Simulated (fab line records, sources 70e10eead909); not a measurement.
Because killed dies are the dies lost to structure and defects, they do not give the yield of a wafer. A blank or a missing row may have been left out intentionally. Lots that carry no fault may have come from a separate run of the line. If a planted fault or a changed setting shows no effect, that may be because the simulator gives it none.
Check of tool commonality | flow nand harc | Sample size 12 lots and 36 wafers

## WHY IT WAS OPENED
At NHARC_A_SGD_CUT_CD_MEAS_09 the reading cd nm is flagged on 4 of 12 lots. No-fault wafers: 100.0 nm, standard deviation 0.58.
Rule: a lot gets a flag if all its wafers with a number sit over 4 standard deviations from that mean, or if no wafer of it has a number. The rest of the lots are taken to be sound.

lot  | measured     | on        | cd nm (nm), wafer by wafer | flag
L905 | day 19 14:44 | cd sem-02 | 99.8 99.3 99.4             |
L906 | day 19 15:04 | cd sem-02 | 100.1 99.8 99.1            |
L909 | day 20 12:53 | cd sem-02 | 99.7 98.9 100.0            |
L911 | day 21 01:25 | cd sem-03 | 99.2 100.0 99.6            |
L912 | day 22 12:42 | cd sem-01 | 99.8 99.5 100.1            |
L915 | day 23 09:44 | cd sem-01 | 99.6 100.2 99.4            |
L921 | day 25 13:24 | cd sem-03 | 81.0 80.8 81.1             | FLAGGED
L920 | day 25 13:33 | cd sem-02 | 101.2 100.8 100.4          |
L923 | day 27 07:37 | cd sem-01 | 85.4 85.6 86.1             | FLAGGED
L924 | day 27 08:10 | cd sem-01 | 87.0 86.9 87.1             | FLAGGED
L926 | day 28 02:03 | cd sem-03 | 86.7 86.2 85.9             | FLAGGED
L927 | day 29 02:39 | cd sem-01 | 99.9 100.0 99.9            |
The numbers of the flagged lots are 85.0 nm on average: -15.0 nm against the usual, or -26 standard deviations.

## LOT BY LOT: THE TOOL USED
3 process steps preceding the reading are held in the record, out of 1302 steps in the route. Cell contents, in order: the tool; ch with the chambers the sampled wafers went through; the start.
lot  | flag    | NHARC_A_STAIRCASE_DEP_322       | NHARC_A_STAIRCASE_STRIP_475                   | NHARC_A_SGD_CUT_EXPOSE_06
L905 |         | pecvd-03 ch 0,1, day 18 12:14   | rie diel-01 ch 0,1,3, day 19 13:14            | arfi scanner-02 ch 0, day 19 14:35
L906 |         | pecvd-01 ch 0,2, day 18 12:19   | rie diel-10 ch 1,2,3, day 19 14:56 or earlier | arfi scanner-01 ch 0, day 19 14:56
L909 |         | pecvd-03 ch 0,2, day 19 11:28   | rie diel-10 ch 1,3, day 20 12:44 or earlier   | arfi scanner-01 ch 0, day 20 12:44
L911 |         | pecvd-02 ch 0,1, day 20 01:18   | rie diel-10 ch 0,1,3, day 21 01:16 or earlier | arfi scanner-03 ch 0, day 21 01:16
L912 |         | pecvd-01 ch 1,2, day 21 07:38   | rie diel-08 ch 0,1,2, day 22 12:34 or earlier | arfi scanner-03 ch 0, day 22 12:34
L915 |         | pecvd-01 ch 0,1,2, day 22 10:23 | rie diel-01 ch 0,1,2, day 23 09:36 or earlier | arfi scanner-03 ch 0, day 23 09:36
L921 | FLAGGED | pecvd-03 ch 0,1,2, day 24 12:59 | rie diel-10 ch 0,2,3, day 25 13:16 or earlier | arfi scanner-01 ch 0, day 25 13:16
L920 |         | pecvd-02 ch 0,1, day 24 13:14   | rie diel-01 ch 1,3, day 25 13:25 or earlier   | arfi scanner-02 ch 0, day 25 13:25
L923 | FLAGGED | pecvd-03 ch 0,2, day 26 04:57   | rie diel-10 ch 0,1, day 27 07:29 or earlier   | arfi scanner-01 ch 0, day 27 07:29
L924 | FLAGGED | pecvd-01 ch 0,2, day 26 05:00   | rie diel-08 ch 0,3, day 27 08:02 or earlier   | arfi scanner-01 ch 0, day 27 08:02
L926 | FLAGGED | pecvd-02 ch 0,1,2, day 27 00:08 | rie diel-01 ch 0,1,3, day 28 01:55 or earlier | arfi scanner-01 ch 0, day 28 01:55
L927 |         | pecvd-03 ch 0,1,2, day 28 01:19 | rie diel-08 ch 0,2,3, day 29 02:31 or earlier | arfi scanner-03 ch 0, day 29 02:31
These steps, and what they do:
- NHARC_A_STAIRCASE_DEP_322: deposits SiO2, target thk 7200 nm.
- NHARC_A_STAIRCASE_STRIP_475: strips in O2, time 20 s.
- NHARC_A_SGD_CUT_EXPOSE_06: exposes mask SGD.
- NHARC_A_SGD_CUT_CD_MEAS_09: target cd 100 nm.

## FLAGGED OVER TOTAL, TOOL BY TOOL (the gauges that took the reading come last)
step                        | tool            | lots run | flagged | share of the flagged lots | sound lots run after its first flagged lot
NHARC_A_STAIRCASE_DEP_322   | pecvd-01        | 4        | 1       | some                      | 0
NHARC_A_STAIRCASE_DEP_322   | pecvd-02        | 3        | 1       | some                      | 0
NHARC_A_STAIRCASE_DEP_322   | pecvd-03        | 5        | 2       | some                      | 1 (L927)
NHARC_A_STAIRCASE_STRIP_475 | rie diel-01     | 4        | 1       | some                      | 0
NHARC_A_STAIRCASE_STRIP_475 | rie diel-08     | 3        | 1       | some                      | 1 (L927)
NHARC_A_STAIRCASE_STRIP_475 | rie diel-10     | 5        | 2       | some                      | 0
NHARC_A_SGD_CUT_EXPOSE_06   | arfi scanner-01 | 6        | 4       | all                       | 0
NHARC_A_SGD_CUT_EXPOSE_06   | arfi scanner-02 | 2        | 0       | none                      | -
NHARC_A_SGD_CUT_EXPOSE_06   | arfi scanner-03 | 4        | 0       | none                      | -
NHARC_A_SGD_CUT_CD_MEAS_09  | cd sem-01       | 5        | 2       | some                      | 1 (L927)
NHARC_A_SGD_CUT_CD_MEAS_09  | cd sem-02       | 4        | 0       | none                      | -
NHARC_A_SGD_CUT_CD_MEAS_09  | cd sem-03       | 3        | 2       | some                      | 0
Because NHARC_A_STAIRCASE_STRIP_475 lacks a start for some lots, the hours and order of its lots are taken from NHARC_A_SGD_CUT_EXPOSE_06.

## WHAT IS ALLOWED BY THE TABLE
All flagged lots share 1 row of the table, namely arfi scanner-01 at NHARC_A_SGD_CUT_EXPOSE_06.
- arfi scanner-01 at NHARC_A_SGD_CUT_EXPOSE_06: 4 of its 6 lots flagged. A fault beginning between L909 (day 20 12:44), its last sound lot, and L921 (day 25 13:16), its first flagged one, fits the data. Its own readings (exposure dose mJ cm2) fall more than 4 standard deviations out on all wafers of the flagged lots.
arfi scanner-01 at NHARC_A_SGD_CUT_EXPOSE_06 is the single tool remaining.

## WHAT THE SIMULATOR HAD INSERTED
Process parameter drift: arfi scanner-01, from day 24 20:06 on, at NHARC_A_SGD_CUT_EXPOSE_06. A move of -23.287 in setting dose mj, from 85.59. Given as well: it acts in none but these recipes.
Struck lots among those shown: L921, L923, L924, L926. This agrees with what the rule above found.
